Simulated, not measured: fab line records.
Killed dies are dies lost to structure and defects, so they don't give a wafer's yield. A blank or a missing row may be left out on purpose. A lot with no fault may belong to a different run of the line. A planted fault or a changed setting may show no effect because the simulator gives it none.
fab line records	flow nandHarc
record: lots: 12	wafers: 35	lastDay: 33
route steps=1302 shown A_SGD_CUT@901 END@1302
lots that met no fault: taken from a fault-free run of the same line
startH: start of the lot's first displayed wafer, in hours after the record's first day	waitH: hours from the lot's prior step to this one	" identical to the entry in the row above	L1.1+2: one row covering several wafers at once	- value missing, or start not given	* or withheld: withheld	< > ~ a bound
route shown NAME@n: NAME is a module with steps in the file, n the number in the route of the first one	usual: average and standard deviation across the fault-free wafers	same: alike in all rows	chamber/n: place in a boat	sites: per-site readings	_std_site: standard deviation across them	_edge_site: inner sites' mean taken away from outer sites' mean	radiusMm: for every site, how far away it sits from the centre of the wafer	mask NAME#n: copy n	behind: the most recent tool/chamber to have shaped the wafer	hold: what put the lot on hold/how long, in hours/how the hold closed	device: names the non-switching transistor (n, p or np)	end of line: the tests these same wafers got at the end of their route	where a step has no rows: the recipe by itself	killed: dies lost to structure and defects at the first sort, not the wafer's yield	map: shows each die of a wafer: x if killed, . if not, _ if none is there
set.NAME: the setting that was run; set.NAME@STEP: the one run at that earlier step	model.NAME: the simulator's own value behind a step, which no gauge read
a sample of lots followed through the steps of the route, with each step as a table and each wafer as a row
services: the hour from which a tool's chamber was out of use, counted from the record's first day as startH (under 0 if before that day), plus the number of hours and why
== steps ==
step: NHARC_A_SGD_CUT_CD_MEAS_09
recipe: targetCdNm: 100	landingEnergyEv: 500
usual: cdNm: 100.2/0.45
lot.wafer	tool	chamber	startH	waitH	cdNm
L458.1	cdSem-03	0	444.83	-	100.1
L458.4	"	0	"	"	100.6
L458.6	"	0	"	"	100.8
L460.3	cdSem-03	0	455.89	-	100.0
L460.5	"	0	"	"	100.2
L460.6	"	0	"	"	100.5
L461.2	cdSem-03	0	485.59	-	98.4
L461.3	"	0	"	"	99.2
L461.4	"	0	"	"	99.3
L470.1	cdSem-03	0	560.83	-	99.5
L470.3	"	0	"	"	99.8
L470.4	"	0	"	"	99.7
L473.2	cdSem-01	0	576.29	-	100.6
L473.3	"	0	"	"	100.9
L473.6	"	0	"	"	100.5
L472.4	cdSem-03	0	579.11	-	100.4
L472.6	"	0	"	"	100.0
L474.1	cdSem-01	0	592.82	-	100.5
L474.3	"	0	"	"	100.6
L474.5	"	0	"	"	100.1
L477.1	cdSem-01	0	633.09	-	99.9
L477.4	"	0	"	"	100.1
L477.5	"	0	"	"	100.4
L476.1	cdSem-03	0	634.12	-	99.6
L476.2	"	0	"	"	99.8
L476.3	"	0	"	"	99.4
L479.1	cdSem-03	0	647.67	-	100.0
L479.3	"	0	"	"	99.9
L479.5	"	0	"	"	99.7
L480.3	cdSem-01	0	651.79	-	100.2
L480.4	"	0	"	"	99.8
L480.5	"	0	"	"	100.6
L481.1	cdSem-03	0	669.72	-	100.8
L481.4	"	0	"	"	100.5
L481.5	"	0	"	"	100.2
step: NHARC_A_SGD_CUT_STRIP_17
recipe: o2FlowSccm: 500	arFlowSccm: 0	biasW: 0	chemistry: O2
usual: drypumpMotorCurrentA: 5.7/0.56	oesProductAu: 1.000/0.0077	rfVppV: 57.7/0.78	showerheadPlenumPTorr: 3.50/0.15	throttleValvePct: 17.036/0.0084
lot.wafer	tool	chamber	startH	waitH	drypumpMotorCurrentA	oesProductAu	rfHoursCounterH	rfVppV	showerheadPlenumPTorr	throttleValvePct
L458.4	rieDiel-08	3	-	-	4.8	0.997	5	56.7	3.31	17.032
L458.1	"	0	"	"	5.7	0.994	5	59.0	3.50	17.033
L458.6	"	0	"	"	5.7	0.998	-	59.5	3.50	17.024
L460.3	rieDiel-11	2	-	-	5.2	1.019	2	58.3	3.43	17.027
L460.6	"	1	"	"	6.7	1.007	-	57.5	3.39	17.037
L460.5	"	2	"	"	5.2	1.010	-	57.1	3.43	17.044
L461.2	rieDiel-11	0	-	-	5.9	0.997	4	57.7	3.56	17.039
L461.3	"	1	"	"	6.7	1.015	4	57.2	3.39	17.025
L461.4	"	2	"	"	5.2	1.013	4	58.1	3.43	17.039
L470.3	rieDiel-08	3	-	-	4.8	0.994	0	59.4	3.30	17.041
L470.1	"	0	"	"	5.7	1.003	0	58.8	3.50	17.040
L470.4	"	1	"	"	6.3	1.017	0	58.9	3.75	17.033
L473.3	rieDiel-08	0	-	-	5.7	1.013	1	57.2	3.50	17.033
L473.2	"	3	"	"	4.8	1.003	1	56.4	3.30	17.038
L473.6	"	0	"	"	5.7	1.008	-	58.4	3.50	17.039
L472.4	rieDiel-11	3	-	-	5.1	0.996	12	56.9	3.31	17.042
L472.6	"	2	"	"	5.2	1.005	-	56.5	3.43	17.037
L474.1	rieDiel-06	3	-	-	5.8	0.991	6	58.1	3.66	17.049
L474.3	"	2	"	"	5.6	0.998	4	58.4	3.67	17.034
L474.5	"	3	"	"	5.7	0.990	-	58.7	3.66	17.044
L477.4	rieDiel-11	0	-	-	5.9	1.000	1	57.8	3.56	17.034
L477.1	"	1	"	"	6.7	0.992	1	58.1	3.38	17.044
L477.5	"	3	"	"	5.1	0.991	-	57.3	3.31	17.041
L476.1	rieDiel-08	3	-	-	4.8	0.989	5	56.3	3.30	17.032
L476.2	"	0	"	"	5.7	1.002	5	58.6	3.49	17.051
L476.3	"	2	"	"	5.8	0.978	4	57.5	3.34	17.046
L479.1	rieDiel-08	1	-	-	6.3	1.016	6	58.4	3.75	17.036
L479.3	"	2	"	"	5.8	0.992	4	57.2	3.34	17.038
L479.5	"	3	"	"	4.8	0.999	-	55.9	3.30	17.017
L480.3	rieDiel-11	1	-	-	6.7	1.001	3	58.4	3.38	17.036
L480.4	"	2	"	"	5.2	1.010	3	57.4	3.42	17.025
L480.5	"	0	"	"	5.9	1.009	-	57.5	3.56	17.038
L481.4	rieDiel-11	0	-	-	5.9	0.988	5	57.1	3.56	17.022
L481.1	"	1	"	"	6.7	1.002	4	57.7	3.38	17.045
L481.5	"	0	"	"	5.9	1.004	-	57.3	3.56	17.030
step: NHARC_A_SGD_CUT_DEP_20
recipe: targetThkA: 1500	tempC: 65	material: SiO2
lot.wafer	tool	chamber	startH	waitH
L458.1+4+6	fcvd-02	1	446.16	-
L460.3+6+5	fcvd-01	0,0,1	457.25	-
L461.2+3+4	fcvd-01	0,0,1	486.90	-
L470.1+3+4	fcvd-01	0,0,1	562.13	-
L473.2+3+6	fcvd-01	1	577.76	-
L472.4+6	fcvd-01	1,0	580.77	-
L474.1+3+5	fcvd-02	0,1,1	594.31	-
L477.1+4+5	fcvd-02	1,1,0	634.42	-
L476.1+2+3	fcvd-01	0	635.43	-
L479.1+3+5	fcvd-01	0	648.97	-
L480.3+4+5	fcvd-01	0	653.19	-
L481.1+4+5	fcvd-01	1,0,1	671.03	-
step: NHARC_A_SGD_CUT_CMP_21
recipe: targetThkNm: 148.19
usual: edgeZonePressureFrac: 1.000/0.0047	motorCurrentA: 12.0/1.4	timeToEndpointS: 50.0/2.3
lot.wafer	tool	chamber	startH	waitH	edgeZonePressureFrac	motorCurrentA	timeToEndpointS
L458.1	cmp-04	0	452.63	0.4	1.002	10.0	51.2
L458.4	"	1	"	"	1.004	10.3	51.2
L458.6	"	2	"	"	1.000	13.8	49.7
L460.3	cmp-02	0	461.88	0.4	1.000	12.9	52.2
L460.5	"	3	"	"	0.994	10.4	53.8
L460.6	"	0	"	"	1.001	13.3	49.9
L461.4	cmp-01	0	493.72	0.5	1.000	14.0	47.8
L461.2	"	1	"	"	1.003	11.5	49.1
L461.3	"	2	"	"	0.996	12.7	49.6
L470.4	cmp-01	0	567.13	0.4	1.003	13.7	28.2
L470.1	"	2	"	"	0.994	11.6	50.1
L470.3	"	3	"	"	0.998	12.6	48.1
L473.2	cmp-02	3	583.73	0.4	0.998	10.2	47.5
L473.3	"	0	"	"	0.992	13.7	45.3
L473.6	"	2	"	"	0.995	14.1	23.1
L472.4	cmp-01	1	583.78	0.4	1.004	11.6	25.8
L472.6	"	0	"	"	1.005	13.2	27.8
L474.1	cmp-01	0	598.97	0.4	1.006	13.3	48.0
L474.3	"	1	"	"	0.997	10.7	47.7
L474.5	"	3	"	"	0.994	13.3	47.8
L477.1	cmp-01	3	639.69	0.4	1.006	13.2	50.7
L477.4	"	0	"	"	1.007	13.6	53.5
L477.5	"	3	"	"	1.006	13.8	49.5
L476.2	cmp-04	3	639.70	0.4	0.994	10.2	48.9
L476.3	"	1	"	"	1.000	10.3	50.2
L476.1	"	2	"	"	0.997	13.7	53.1
L479.1	cmp-01	1	653.91	0.4	0.997	11.4	47.4
L479.3	"	2	"	"	1.004	12.7	50.9
L479.5	"	2	"	"	1.007	11.7	51.0
L480.3	cmp-01	2	658.26	0.4	1.003	12.3	48.8
L480.4	"	1	"	"	1.008	11.1	47.9
L480.5	"	2	"	"	1.005	12.3	45.6
L481.4	cmp-02	3	676.06	0.4	1.003	9.8	49.9
L481.1	"	0	"	"	1.001	12.7	47.2
L481.5	"	3	"	"	0.995	10.6	49.8
step: NHARC_A_SGD_CUT_THK_MEAS_22
recipe: thkMeasGauge: ellipsometry
usual: thkNm: 148.4/1.3
lot.wafer	tool	chamber	startH	waitH	thkNm
L458.1	filmMetro-01	-	452.83	0.2	150.9
L458.4	"	-	"	"	150.2
L458.6	"	-	"	"	148.4
L460.3	filmMetro-01	-	462.11	0.2	148.4
L460.5	"	-	"	"	148.7
L460.6	"	-	"	"	147.7
L461.2	filmMetro-02	-	493.95	0.2	149.0
L461.3	"	-	"	"	149.1
L461.4	"	-	"	"	147.8
L470.1	filmMetro-01	-	567.39	0.2	148.1
L470.3	"	-	"	"	145.5
L470.4	"	-	"	"	74.8
L473.2	filmMetro-02	-	583.96	0.2	148.2
L473.3	"	-	"	"	148.2
L473.6	"	-	"	"	77.6
L472.4	filmMetro-02	-	583.99	0.2	75.8
L472.6	"	-	"	"	75.4
L474.1	filmMetro-02	-	599.18	0.2	147.2
L474.3	"	-	"	"	149.5
L474.5	"	-	"	"	148.4
L477.1	filmMetro-02	-	639.95	0.2	148.2
L477.4	"	-	"	"	148.8
L477.5	"	-	"	"	147.3
L476.1	filmMetro-01	-	639.96	0.2	149.6
L476.2	"	-	"	"	148.2
L476.3	"	-	"	"	149.2
L479.1	filmMetro-01	-	654.16	0.2	145.5
L479.3	"	-	"	"	147.5
L479.5	"	-	"	"	147.9
L480.3	filmMetro-02	-	658.52	0.2	148.3
L480.4	"	-	"	"	148.5
L480.5	"	-	"	"	149.5
L481.1	filmMetro-02	-	676.32	0.2	147.6
L481.4	"	-	"	"	147.8
L481.5	"	-	"	"	148.6
step: NHARC_A_SGD_CUT_INSPECT_25
usual: rawDefectCount: 378/92
lot.wafer	tool	chamber	startH	waitH	rawDefectCount
L458.1	defectInspect-01	-	453.33	-	279
L458.4	"	-	"	"	299
L458.6	"	-	"	"	286
L460.3	defectInspect-01	-	462.57	-	381
L460.5	"	-	"	"	441
L460.6	"	-	"	"	409
L461.2	defectInspect-01	-	494.41	-	347
L461.3	"	-	"	"	541
L461.4	"	-	"	"	314
L470.1	defectInspect-02	-	567.85	-	335
L470.3	"	-	"	"	222
L470.4	"	-	"	"	217
L472.4	defectInspect-02	-	584.48	-	439
L472.6	"	-	"	"	389
L473.2	defectInspect-02	-	584.51	-	461
L473.3	"	-	"	"	254
L473.6	"	-	"	"	453
L474.1	defectInspect-01	-	599.64	-	298
L474.3	"	-	"	"	306
L474.5	"	-	"	"	446
L477.1	defectInspect-01	-	640.41	-	243
L477.4	"	-	"	"	208
L477.5	"	-	"	"	248
L476.1	defectInspect-02	-	640.42	-	398
L476.2	"	-	"	"	321
L476.3	"	-	"	"	432
L479.1	defectInspect-01	-	654.63	-	413
L479.3	"	-	"	"	290
L479.5	"	-	"	"	257
L480.3	defectInspect-02	-	658.99	-	365
L480.4	"	-	"	"	503
L480.5	"	-	"	"	374
L481.1	defectInspect-01	-	676.78	-	504
L481.4	"	-	"	"	604
L481.5	"	-	"	"	440
step: NHARC_END_SORT_01
recipe: tempC: 25
usual: killedAtArray: 54/20	killedAtOther: 0.9/1.1	killedAtPeriphery: 3.8/2.4	killedDies: 58/20	killedOpen: 3.5/1.9	killedShort: 2.5/1.6
same: grossDies: 677
lot.wafer	tool	chamber	startH	waitH	killedAtArray	killedAtOther	killedAtPeriphery	killedDies	killedOpen	killedShort
L472.4	prober-01	0	700.33	3.4	79	1	4	84	3	2
L473.2	prober-01	0	706.53	2.8	18	3	4	25	6	2
L473.3	prober-01	0	707.35	3.1	21	0	3	24	3	0
L473.6	prober-01	0	709.79	4.1	31	2	3	36	4	3
L476.1	prober-01	0	762.77	2.5	64	2	10	76	3	5
L476.2	prober-01	0	763.56	2.8	52	0	12	64	3	2
L476.3	prober-01	0	764.36	3.1	67	0	13	80	6	1
killed by level:class
L472.4 A_SLIT:chamberFilmFlake=29 A_CHANNEL_HOLE_D1:chamberFilmFlake=22 A_CHANNEL_HOLE_D2:chamberFilmFlake=11 A_STAIRCASE:chamberFilmFlake=4 A_CONTACT:chamberFilmFlake=4 P_ZERO_WELL:chamberFilmFlake=2 A_WL_FILL:chamberFilmFlake=2 P_STI:geometricParticle:open=1
L473.2 A_CHANNEL_HOLE_D1:chamberFilmFlake=4 A_STAIRCASE:chamberFilmFlake=3 A_CONTACT:chamberFilmFlake=3 A_CHANNEL_FILL_D2:geometricParticle:open=2 P_BONDPAD:chamberFilmFlake=2 A_SLIT:chamberFilmFlake=2 THIN_TSV:chamberFilmFlake=2 P_STI:geometricParticle:open=1
L473.3 A_CHANNEL_HOLE_D1:chamberFilmFlake=10 A_STAIRCASE:chamberFilmFlake=3 A_CONTACT:chamberFilmFlake=3 A_ONON_D1:geometricParticle:open=2 A_WL_FILL:chamberFilmFlake=2 A_BLC:geometricParticle:open=1 P_ZERO_WELL:chamberFilmFlake=1 P_GATE:chamberFilmFlake=1
L473.6 A_CHANNEL_HOLE_D1:chamberFilmFlake=12 A_CONTACT:chamberFilmFlake=6 A_SLIT:chamberFilmFlake=5 THIN_TSV:chamberFilmFlake=2 P_STI:geometricParticle:open=1 P_M0:geometricParticle:open=1 A_CHANNEL_HOLE_D1:geometricParticle:short=1 A_DECK1_JOINT:geometricParticle:short=1
L476.1 A_CHANNEL_HOLE_D1:chamberFilmFlake=37 A_CONTACT:chamberFilmFlake=10 P_GATE:chamberFilmFlake=8 A_SLIT:chamberFilmFlake=4 A_DECK1_JOINT:geometricParticle:open=2 A_CHANNEL_HOLE_D2:chamberFilmFlake=2 A_STAIRCASE:chamberFilmFlake=2 THIN_TSV:chamberFilmFlake=2
L476.2 A_CHANNEL_HOLE_D1:chamberFilmFlake=24 P_GATE:chamberFilmFlake=10 A_STAIRCASE:chamberFilmFlake=9 A_CONTACT:chamberFilmFlake=8 A_SLIT:chamberFilmFlake=5 A_WL_FILL:geometricParticle:short=2 P_M2:chamberFilmFlake=2 A_CHANNEL_FILL_D1:geometricParticle:open=1
L476.3 A_CHANNEL_HOLE_D1:chamberFilmFlake=39 P_GATE:chamberFilmFlake=10 A_CONTACT:chamberFilmFlake=9 A_STAIRCASE:chamberFilmFlake=8 A_SLIT:chamberFilmFlake=3 A_DECK1_JOINT:geometricParticle:open=2 P_BONDPAD:geometricParticle:open=1 A_CHANNEL_FILL_D2:geometricParticle:open=1
== services ==
tool	chamber	startH	hours	kind
rieDiel-11	-	432.51	9.0	pm
cmp-01	-	479.82	4.0	pm
rieDiel-11	2	517.27	3.4	repair
rieDiel-08	0	524.87	1.2	repair
rieDiel-08	3	525.83	2.9	repair
rieDiel-11	3	531.37	18.0	repair
rieDiel-08	-	537.63	0.2	repair
rieDiel-08	1	541.53	6.8	repair
cmp-01	-	544.81	0.8	repair
rieDiel-08	-	544.83	9.0	pm
fcvd-01	-	545.05	0.6	repair
fcvd-01	-	547.18	13.0	pm
cmp-01	-	561.08	0.4	repair
cmp-01	-	562.22	2.2	repair
rieDiel-08	2	566.74	4.3	repair
rieDiel-11	0	572.41	5.9	repair
rieDiel-08	2	573.86	6.3	repair
cmp-01	-	577.82	4.0	pm
rieDiel-08	2	581.42	3.8	repair
rieDiel-11	3	581.60	6.5	repair
rieDiel-11	0	589.40	23.2	repair
rieDiel-11	-	609.51	9.0	pm
fcvd-01	-	632.70	0.6	repair
cmp-01	-	675.82	4.0	pm
== key ==
firstSign: step: NHARC_A_SGD_CUT_CMP_21	reading: timeToEndpointS	direction: down	sigmas: 10	usual: *	struck: *
effect: step: NHARC_A_SGD_CUT_THK_MEAS_22	reading: thkNm	direction: down	sigmas: 57	usual: 148.4	struck: 75.9
metAt NHARC_A_SGD_CUT_DEP_20
struckLots L470,L472,L473
struckWafers L470.4,L472.4,L472.6,L473.6
testerLeftOut L470,L472,L473
notActingAt NHARC_A_SGD_CUT_CD_MEAS_09,NHARC_A_SGD_CUT_STRIP_17,NHARC_A_SGD_CUT_INSPECT_25
onsetBetween 486.90 562.13
fault: kind: processParameterDrift	tool: fcvd-01	chamber: -	onsetH: 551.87	steps: NHARC_A_SGD_CUT_DEP_20	channel: targetThkA	offset: *	shape: step	endH: 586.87	scope: struckWafersOnly	actsIn: *	stated: *
testerLeftOut: of these lots the tester's yield and bins aren't shown, on N5 and GAA mostly nor the transistor test; their killed dies are dies lost to structure and defects alone, not to doping, threshold or leakage, so they don't give the yield
